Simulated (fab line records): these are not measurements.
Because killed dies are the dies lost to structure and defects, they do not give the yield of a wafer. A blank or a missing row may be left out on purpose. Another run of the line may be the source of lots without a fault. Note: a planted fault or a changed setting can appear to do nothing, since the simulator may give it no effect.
Chamber matching + flow n5-finfet + N5_BEOL_M9_ETCH_65 on rie-diel-01 has 4 sister chambers
The step etches SiARC in CF4, target depth 15.6 nm, time 26 s. 8 wafers are shown with their chamber, then 9 later ones without.

WAFERS, EACH WITH ITS CHAMBER
| wafer  | chamber | showerhead-plenum-p-Torr (Torr) | drypump-motor-current-A (A) |
|--------|---------|---------------------------------|-----------------------------|
| L083.6 | 0       | 2.25                            | 5.1                         |
| L084.2 | 1       | 2.26                            | 5.9                         |
| L084.3 | 0       | 2.25                            | 5.1                         |
| L084.6 | 1       | 2.25                            | 5.9                         |
| L085.5 | 3       | 2.16                            | 5.4                         |
| L089.1 | 3       | 2.16                            | 5.4                         |
| L089.2 | 2       | 2.10                            | 5.6                         |
| L089.5 | 2       | 2.10                            | 5.5                         |

WAFERS WITH NO CHAMBER GIVEN
| wafer  | showerhead-plenum-p-Torr (Torr) | drypump-motor-current-A (A) |
|--------|---------------------------------|-----------------------------|
| L091.2 | 2.10                            | 5.5                         |
| L091.4 | 2.16                            | 5.4                         |
| L091.5 | 2.25                            | 6.0                         |
| L094.2 | 2.16                            | 5.4                         |
| L094.3 | 2.24                            | 5.1                         |
| L094.5 | 2.25                            | 6.0                         |
| L097.1 | 2.24                            | 5.1                         |
| L097.2 | 2.15                            | 5.4                         |
| L097.3 | 2.25                            | 6.0                         |

EACH ONE'S CHAMBER
| wafer  | from the rows above | in truth |
|--------|---------------------|----------|
| L091.2 | 2                   | 2        |
| L091.4 | 3                   | 3        |
| L091.5 | 1                   | 1        |
| L094.2 | 3                   | 3        |
| L094.3 | 0                   | 0        |
| L094.5 | 1                   | 1        |
| L097.1 | 0                   | 0        |
| L097.2 | 3                   | 3        |
| L097.3 | 1                   | 1        |
Placed correctly: 9 of 9. From these rows, 0 cannot be placed. Wrongly placed: 0.
How it was worked out, from the rows above alone: a wafer's distance from a chamber is the root of the sum, over the readings, of the square of ((its reading less the chamber's mean) divided by the reading's scatter). If the next closest chamber is less than 2 further off than the closest, the wafer can't be placed; otherwise it belongs to the closest. For every chamber, the mean is computed from those of its wafers that are shown. The scatter is the square root of a quotient: the sum, over the shown wafers, of each reading's squared deviation from its chamber's mean, divided by wafers minus chambers.
